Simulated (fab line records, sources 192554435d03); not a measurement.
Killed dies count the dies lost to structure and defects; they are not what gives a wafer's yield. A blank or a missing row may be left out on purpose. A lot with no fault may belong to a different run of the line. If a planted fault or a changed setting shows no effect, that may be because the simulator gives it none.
Struck lot and sound lot, side by side / flow n5Finfet / 36 out of 1938 route steps
Sound: these wafers, L917.2, L917.4, L917.6. Wafers struck: L908.2, L908.3, L908.4. The cause comes at the end.
Order at every step that has rows: each side's tool, ch and its chambers, its first start. Under that, the readings that differ: sound wafers / struck wafers / difference of the means / sigmas: that difference in standard deviations of wafers without a fault.
alike: readings with means less than 2 such deviations apart, plus words and numbers identical on both sides. not compared: withheld readings, readings lacking a value on some wafer, bounds such as >300 that could conceal the same value, and numbers that have no deviation in the record and whose values overlap.
The two part at a step that has a row with sigmas, a row that says differs or no value, or rows on one side only. Non-overlapping numbers with no deviation appear without sigmas and do not part them. A reading missing from all wafers of one side parts the sides only when that side holds two or more wafers.

first, 8 steps without rows for these wafers: N5_BEOL_M2_ECD_50 (material Cu, target thk 300 nm); N5_BEOL_M2_ANNEAL_51 (time 90 s); N5_BEOL_M2_CMP_52 (polishes, stops on SiOC, t overpolish 6.8 s, target thk 40 nm); N5_BEOL_M2_PRE_CLEAN_60 (time 15 s); N5_BEOL_M2_CO_CAP_55 (material Co, precursor CCTBA/H2, target thk 2 nm, time 102.1 s); N5_BEOL_M2_PRE_CLEAN_56 (time 15 s); N5_BEOL_M2_DEP_57 (deposits SiCN from 3MS/NH3, target thk 8 nm, time 14 s); N5_BEOL_M3_ILD_DEP_00 (deposits SiOC from DEMS/O2, target thk 79 nm, time 15.3 s).
N5_BEOL_M3_PECVD_72: deposits SiO2 from TEOS/O2, target thk 16 nm, time 18 s.
  sound on pecvd-03 ch 1, day 11 08:47; struck on pecvd-03 ch 1,2, day 10 07:35
  no value came back on the struck wafers for any of 5 readings (chamberPressureTorr (Torr), heaterPowerOuterW (W) and others); on the sound wafers chamberPressureTorr (Torr) reads 5.475 5.517 5.489
then, 25 steps without rows for these wafers: N5_BEOL_M3_HM_DEP_02 (deposits TiN, target thk 20 nm); N5_BEOL_M3_COAT_61 (time 60 s, resist thk 60 nm); N5_BEOL_M3_COAT_62 (time 60 s, resist thk 12 nm); N5_BEOL_M3_COAT_73 (time 60 s, resist thk 5 nm); N5_BEOL_M3_COAT_05 (resist thk 30 nm); N5_BEOL_M3_EBR_07; N5_BEOL_M3_SOFTBAKE_06 (time 60 s); N5_BEOL_M3_EXPOSE_08 (exposes mask M3); N5_BEOL_M3_PEB_09 (peb time 60 s); N5_BEOL_M3_DEVELOP_10 (develop time 30 s); N5_BEOL_M3_DESCUM_16 (chemistry O2, time 7 s); N5_BEOL_M3_ETCH_74 (etches underlayer in N2/H2, target depth 6.5 nm, time 5.2 s); N5_BEOL_M3_ETCH_63 (etches SiARC in CF4, target depth 15.6 nm, time 26 s); N5_BEOL_M3_ETCH_64 (etches SOC in N2/H2, target depth 75 nm, overetch 15 nm, time 112.5 s); N5_BEOL_M3_STRIP_65 (strips in N2/H2); N5_BEOL_M3_STRIP_75 (strips in N2/H2); N5_BEOL_M3_STRIP_66 (strips in CF4); N5_BEOL_M3_HM_OPEN_17 (chemistry Cl2/BCl3, target TiN, target depth 20 nm, overetch 6 nm); N5_BEOL_M3_STRIP_19 (strips in O2); N5_BEOL_M3_COAT_67 (time 60 s, resist thk 60 nm); N5_BEOL_M3_COAT_68 (time 60 s, resist thk 12 nm); N5_BEOL_M3_COAT_76 (time 60 s, resist thk 5 nm); N5_BEOL_M3_COAT_22 (resist thk 30 nm); N5_BEOL_M3_EBR_24; N5_BEOL_M3_SOFTBAKE_23 (time 60 s).
N5_BEOL_M4_RC_MEAS_101:
  sound on prober-02 ch 0, day 12 12:47; struck on prober-02 ch 0, day 11 00:52
  alike: DIBL_N, DIBL_P, IOFF_N, IOFF_P, ION_N, ION_P, SS_N, SS_P, VT_N, VT_P
-- a jump in the record: the struck wafers' starts before and after are 4 days apart (it breaks off in module BEOL_M4 and resumes in module PASSIVATION, where the first step shown is number 1936 of the route) --
N5_PASSIVATION_PROBE_49:
  struck on prober-02, day 15 09:38; sound on prober-01, day 17 08:01
reading=defectLimitedYield (%); sound=92.6 91.4 89.2; struck=59.6 61.6 63.6; difference=-29.5; sigmas=-21
reading=killed_at_M0_to_M3; sound=30 32 34; struck=389 365 336; difference=+331; sigmas=+35
reading=killedDies; sound=87 101 128; struck=477 453 430; difference=+348; sigmas=+20
reading=killedOnRim; sound=10 14 16; struck=118 20 119; difference=+72; sigmas=+18
reading=sort_bin_5_function (%); sound=4.7 4.2 6.3; struck=35.5 34.6 32.5; difference=+29.1; sigmas=+31
reading=sort_bin_8_speed (%); sound=0 0 0; struck=0 11.1 0; difference=+4; sigmas=+3
reading=sortNPass; sound=1093 1079 1052; struck=703 596 750; difference=-392; sigmas=-16
reading=sortYieldPct (%); sound=92.6 91.4 89.2; struck=59.6 50.5 63.6; difference=-33.2; sigmas=-17
  alike: killed_at_M4_up, killedAtContacts, killedAtFrontEnd, killedAtOther, killedOpen, killedShort, sort_bin_4_leakage, sort_bin_6_memory

## WHERE THEY PART
At N5_BEOL_M3_PECVD_72 first; at N5_PASSIVATION_PROBE_49 last (within this record only).

WHY: the cause the simulator had injected
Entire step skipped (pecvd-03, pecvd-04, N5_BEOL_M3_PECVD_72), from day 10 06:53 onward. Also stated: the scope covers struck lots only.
